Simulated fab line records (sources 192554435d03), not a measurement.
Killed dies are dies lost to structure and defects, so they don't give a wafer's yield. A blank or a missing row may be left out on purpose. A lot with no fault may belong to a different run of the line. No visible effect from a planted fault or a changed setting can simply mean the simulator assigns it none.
Code-filled problem report in 8D (eight disciplines) form / flow n5_finfet / the parts of the form that need people (team, actions taken, sign-off) are left out

1. THE PROBLEM
Mean of susceptor_temp_C at N5_BEOL_M1_PECVD_72: 386.06 C across 2 wafers in 2 lots; on wafers with no fault it is 399.98 C (standard deviation 0.23). That puts it -61 standard deviations away from the usual mean.
The step: deposits SiO2 from TEOS/O2, target thk 16 nm, time 18 s.
First observed at day 8 21:20: wafer L233.1, on pecvd-04. The record holds 27 wafers of 9 lots with a number at this step. The rule behind "out" and "out of limits": a value lying over 4 standard deviations away from the usual mean. The rest of the wafers with a number are treated as sound.

2. WHAT IT IS; WHAT IT IS NOT
question=which readings at this step | is=susceptor_temp_C | is not=heater_power_w, showerhead_plenum_p_Torr, throttle_valve_pct
question=which lots | is=L233, L235 | is not=L223, L224, L230, L234, L242, L245, L246
question=which wafers of those lots | is=L233.1, L235.6 | is not=L233.2, L233.5, L235.3, L235.4
question=read on which tools | is=pecvd-04 | is not=pecvd-02, pecvd-03
question=when | is=from day 8 21:20 | is not=up to then (11 sound wafers); but 14 sound wafers of L234, L235, L242, L245, L246 came after

3. SUSPECTS, AND WHAT RULES EACH OUT
Counting: a tool at a process step up to the reading stays a suspect if it ran every lot that is out. Sound lots after the first of them don't rule it out here, since some wafers of a struck lot are sound.
- pvd_sputter-03 at N5_BEOL_M0_SPUTTER_134 (material Cu, target thk 4 nm, time 7.37 s): kept. Every lot that is out went through it, the first being L233 (day 8 20:00); the last sound lot it ran before that was L230 (day 7 21:12).
- pecvd-04 at N5_BEOL_M1_PECVD_72 (deposits SiO2 from TEOS/O2, target thk 16 nm, time 18 s): kept. Every lot that is out went through it, the first being L233 (day 8 21:20); the last sound lot it ran before that was L230 (day 7 22:32). On those wafers its own readings are out: susceptor_temp_C.
- pecvd-04, N5_BEOL_M1_PECVD_72: wafers that are out in chamber 1, sound lot-mates in chambers 0, 2.
What counting leaves: pvd_sputter-03 at N5_BEOL_M0_SPUTTER_134 and pecvd-04 at N5_BEOL_M1_PECVD_72.

4. THE CAUSE (what the simulator had put in)
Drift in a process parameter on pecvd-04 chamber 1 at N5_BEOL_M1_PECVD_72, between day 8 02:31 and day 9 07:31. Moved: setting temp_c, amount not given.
Of the 2 suspects that counting leaves, this tool is one.

5. THE CHAIN OF EFFECTS, in route order
Each row: a reading where the mean over the struck wafers with a number is more than 3 standard deviations away from the usual. Only readings whose record carries a usual standard deviation are examined. hours: median over the lots of the time between each lot's start at the first step of this table that gives one and its start at this step. sigmas: the change, counted in usual standard deviations.
hours=0; step=N5_BEOL_M1_PECVD_72; reading=susceptor_temp_C; usual=399.98 C; on struck wafers=386.06; change=-13.92; sigmas=-61
hours=11; step=N5_BEOL_M1_CMP_52; reading=barrier_field_endpoint_s; usual=24.9 s; on struck wafers=26.9; change=+2.0; sigmas=+3.0
Its process steps:
- N5_BEOL_M1_PECVD_72: deposits SiO2 from TEOS/O2, target thk 16 nm, time 18 s.
- N5_BEOL_M1_CMP_52: polishes, stops on SiOC, t overpolish 6.8 s, target thk 40 nm.
Later steps that measure or inspect, where all struck wafers having a row at the step show a number for every such reading and not one has moved that far: N5_BEOL_M4_RC_MEAS_101.

6. HOW IT WOULD HAVE BEEN CAUGHT EARLIER
The fault began at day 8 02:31; the first out-of-limits reading in this record came at day 8 21:20, 19 hours later.
